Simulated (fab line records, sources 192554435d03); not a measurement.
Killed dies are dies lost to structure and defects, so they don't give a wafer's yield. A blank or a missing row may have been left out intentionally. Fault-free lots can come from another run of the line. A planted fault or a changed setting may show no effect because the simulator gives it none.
Split-lot study | flow n5-finfet | on a route of 1938 steps: 7 lots, 21 wafers read

== THE SPLIT ITSELF ==
At N5_MOL_CONTACT_COAG_CONTACT_ETCH_14 (etches SiO2 in C4F6/O2, target depth 27.5 nm, overetch 8.5 nm, time 20 s), the setting source-w was moved away from the recipe's 370 W on 10 of the 21 wafers read, by -16.1% to -11.5%. This setting was run at the recipe's value on the other wafers.

The reading comes from the split's own step.

== THE READING ==
rf-vpp-V, in V, at N5_MOL_CONTACT_COAG_CONTACT_ETCH_14 (etches SiO2 in C4F6/O2, target depth 27.5 nm, overetch 8.5 nm, time 20 s). On this fab line, fault-free wafers typically give 693.4 V with a standard deviation of 2.5 V.

wafer  | tool, chamber at the split | source-w as run, W | against the recipe | rf-vpp-V, V | against lot-mates on the recipe
L077.3 | rie-diel-01, 0             | 319.4              | -13.7%             | 726.6       | +31.5
L077.5 | rie-diel-01, 0             | 370                | recipe             | 695.1       | -
L077.6 | rie-diel-01, 3             | 319.4              | -13.7%             | 727.3       | +32.2
L078.1 | rie-diel-01, 3             | 370                | recipe             | 697.5       | -
L078.2 | rie-diel-01, 0             | 370                | recipe             | 695.4       | -
L078.3 | rie-diel-01, 1             | 370                | recipe             | 689.9       | -
L083.4 | rie-diel-01, 1             | 316                | -14.6%             | 720.5       | +23.3
L083.5 | rie-diel-01, 3             | 370                | recipe             | 697.2       | -
L083.6 | rie-diel-01, 2             | 316                | -14.6%             | 733.1       | +35.9
L086.1 | rie-diel-04, 3             | 370                | recipe             | 694.2       | -
L086.4 | rie-diel-04, 1             | 370                | recipe             | 691.9       | -
L086.5 | rie-diel-04, 1             | 370                | recipe             | 690.7       | -
L087.1 | rie-diel-01, 0             | 310.4              | -16.1%             | 732.0       | +33.6
L087.4 | rie-diel-01, 2             | 370                | recipe             | 698.4       | -
L087.6 | rie-diel-01, 1             | 310.4              | -16.1%             | 725.7       | +27.3
L088.2 | rie-diel-01, 1             | 370                | recipe             | 689.2       | -
L088.3 | rie-diel-01, 0             | 370                | recipe             | 695.1       | -
L088.5 | rie-diel-01, 0             | 327.5              | -11.5%             | 719.3       | +27.1
L092.2 | rie-diel-02, 2             | 316.9              | -14.4%             | 720.2       | no lot-mate on the recipe
L092.3 | rie-diel-02, 1             | 316.9              | -14.4%             | 724.1       | no lot-mate on the recipe
L092.5 | rie-diel-02, 3             | 316.9              | -14.4%             | 726.5       | no lot-mate on the recipe

THE FIT
A straight line over all 21 wafers: rf-vpp-V changes by -2.19 V for each +1% of source-w; r = -0.98; the points scatter about the line by 3.6 V.
The same after taking each lot's own level away (the mean of its wafers on the recipe; 18 wafers): -2.08 V for each +1%; r = -0.97; scatter 3.6 V.
Per that fit: largest source-w move, reading shift of 33 V.
The span of the lots' own levels, 692.15 to 698.40 V, comes to 2.5 times the standard deviation stated above.
The two slopes agree, so the slope changes little with the lot-to-lot level.
Check: for one of the wafers moved furthest among these (-16.1%), held out of the fit, the line's prediction against its lot-mates is +33.6 V. Against them it came out at +33.6 V.
Tool readings at the split's step, against how far the setting was moved: rf-vpp-V r = -0.98.

== THE OTHER SPLITS THESE WAFERS WENT THROUGH ==
These wafers also went through other splits before the reading. Each is held against what the fit with the lots' levels taken away leaves over:
other split on the same wafers     | wafers away from the commonest value | r with rf-vpp-V (lot level and that fit taken away)
N5_SD_EPI_N_PEB_07 peb-temp-c      | 6                                    | +0.08
N5_SD_EPI_N_ETCH_35 source-w       | 8                                    | -0.26
N5_SD_EPI_N_ETCH_45 target-depth-a | 7                                    | -0.14
N5_SDB_ALD_29 ald-cycles           | 9                                    | +0.24

== FILE'S OWN FIT ==
rf-vpp-V changes by -2.11 V for each +1% of source-w, r = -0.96.
